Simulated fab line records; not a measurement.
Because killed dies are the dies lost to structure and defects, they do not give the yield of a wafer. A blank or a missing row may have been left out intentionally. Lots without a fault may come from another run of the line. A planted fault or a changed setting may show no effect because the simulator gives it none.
The tool behind it: which one? -- flow n5_finfet -- 11 lots, 33 wafers sampled, at 3 steps of a route of 1938

WHAT THE GAUGES SHOWED, per wafer
N5_BEOL_M12_INSPECT_55: inspects for defects (darkfield).
lot,measured,on,raw_defect_count
L593,day 11 03:25,defect_inspect-01,74 76 68
L594,day 11 09:08,defect_inspect-02,53 58 65
L597,day 12 04:41,defect_inspect-01,50 89 78
L598,day 12 13:08,defect_inspect-01,108 61 61
L610,day 15 22:47,defect_inspect-02,87 54 47
L607,day 15 22:55,defect_inspect-01,67 71 88
L613,day 16 08:11,defect_inspect-02,52 58 76
L615,day 16 23:17,defect_inspect-02,82 47 54
L612,day 16 23:52,defect_inspect-01,79 69 95
L611,day 17 00:22,defect_inspect-01,97 92 117
L614,day 17 05:22,defect_inspect-01,48 47 73

N5_BEOL_M13_INSPECT_30: inspects for defects (macro).
lot,measured,on,raw_defect_count
L593,day 11 04:56,defect_inspect-01,4 2 0
L594,day 11 10:46,defect_inspect-01,1 1 2
L597,day 12 06:18,defect_inspect-01,>300 >300 >300
L598,day 12 14:52,defect_inspect-02,>300 >300 >300
L610,day 16 00:44,defect_inspect-01,2 1 4
L607,day 16 00:54,defect_inspect-01,0 1 2
L613,day 16 09:48,defect_inspect-01,3 2 1
L615,day 17 01:02,defect_inspect-01,1 3 5
L612,day 17 01:25,defect_inspect-01,3 1 2
L611,day 17 02:01,defect_inspect-01,1 2 4
L614,day 17 06:59,defect_inspect-02,3 2 0

EACH LOT AND THE TOOL THAT RAN IT (in order: tool; ch and the chambers of the sampled wafers; start)
lot,N5_BEOL_M13_STRIP_63
L593,"plasma_asher-01 ch 0,1, day 11 04:20"
L594,"plasma_asher-02 ch 0,1, day 11 10:11"
L597,"plasma_asher-01 ch 0,1, day 12 05:43"
L598,"plasma_asher-01 ch 0,1, day 12 14:10"
L610,"plasma_asher-01 ch 0,1, day 16 00:01"
L607,"plasma_asher-01 ch 0,1, day 16 00:08"
L613,"plasma_asher-01 ch 1, day 16 09:13"
L615,"plasma_asher-01 ch 0,1, day 17 00:20"
L612,"plasma_asher-01 ch 0,1, day 17 00:49"
L611,"plasma_asher-02 ch 0,1, day 17 01:26"
L614,"plasma_asher-01 ch 0,1, day 17 06:24"
- N5_BEOL_M13_STRIP_63: strips in N2/H2.

WHAT THE TOOLS THEMSELVES READ (means of the sampled wafers that have a number; where no wafer has one, the mark that the record gives instead)
N5_BEOL_M13_STRIP_63.
lot,tool,chamber_pressure_mTorr (mTorr),drypump_motor_current_A (A),heater_power_w (W),oes_product_au (a.u.),strip_time_to_endpoint_s (s),temp_c (C)
L593,plasma_asher-01,999.7,6.03,339,0.676,27.3,250.10
L594,plasma_asher-02,1000.0,5.87,267,0.678,29.8,250.07
L597,plasma_asher-01,999.7,5.95,330,0.672,28.6,250.04
L598,plasma_asher-01,999.9,6.03,341,0.673,28.7,250.03
L610,plasma_asher-01,999.7,5.98,329,0.677,29.1,250.06
L607,plasma_asher-01,1000.3,6.03,339,0.681,29.1,250.11
L613,plasma_asher-01,1001.0,5.91,322,0.673,28.1,249.83
L615,plasma_asher-01,999.7,5.96,334,0.676,28.3,249.96
L612,plasma_asher-01,1000.4,5.96,327,0.676,27.3,249.91
L611,plasma_asher-02,1000.5,5.87,270,0.676,27.4,249.98
L614,plasma_asher-01,1000.4,5.96,329,0.677,28.5,249.78

THE ANSWER, worked out from the rows above alone
Rule: usual is defined by the lots themselves. The widest of any qualifying gaps counts: lots, ordered by their means at a reading, are off when they make up no more than a third of the lots, leave a main group of 4 or more, and stand apart from it by 3 or more times the standard deviation of that group's means. If all means in a main group match to the digits the tables above print for the reading, that group is not used. A lot without any number at a reading at which 4 lots or more have one is off too. All remaining lots with rows at the step are treated as sound. The gauges are gone through in route order, then the tools' own readings, and for those a lot's mean is taken as printed above. The first step at which some lot is off is used, and at that step the reading that is off furthest; a lot without a number counts as furthest.
Off, at N5_BEOL_M13_INSPECT_30 on raw_defect_count: L597, L598. Without a number there: L597, L598. Mean 2.0 and standard deviation 0.55 in the main group.
A tool fits if, at a process step before that reading, it ran every lot that is off, and no sound lot after the first of them. The gauges at N5_BEOL_M13_INSPECT_30 are tried like those tools. Not one of the candidates tried fits.

WHAT THE SIMULATOR HAD INSERTED
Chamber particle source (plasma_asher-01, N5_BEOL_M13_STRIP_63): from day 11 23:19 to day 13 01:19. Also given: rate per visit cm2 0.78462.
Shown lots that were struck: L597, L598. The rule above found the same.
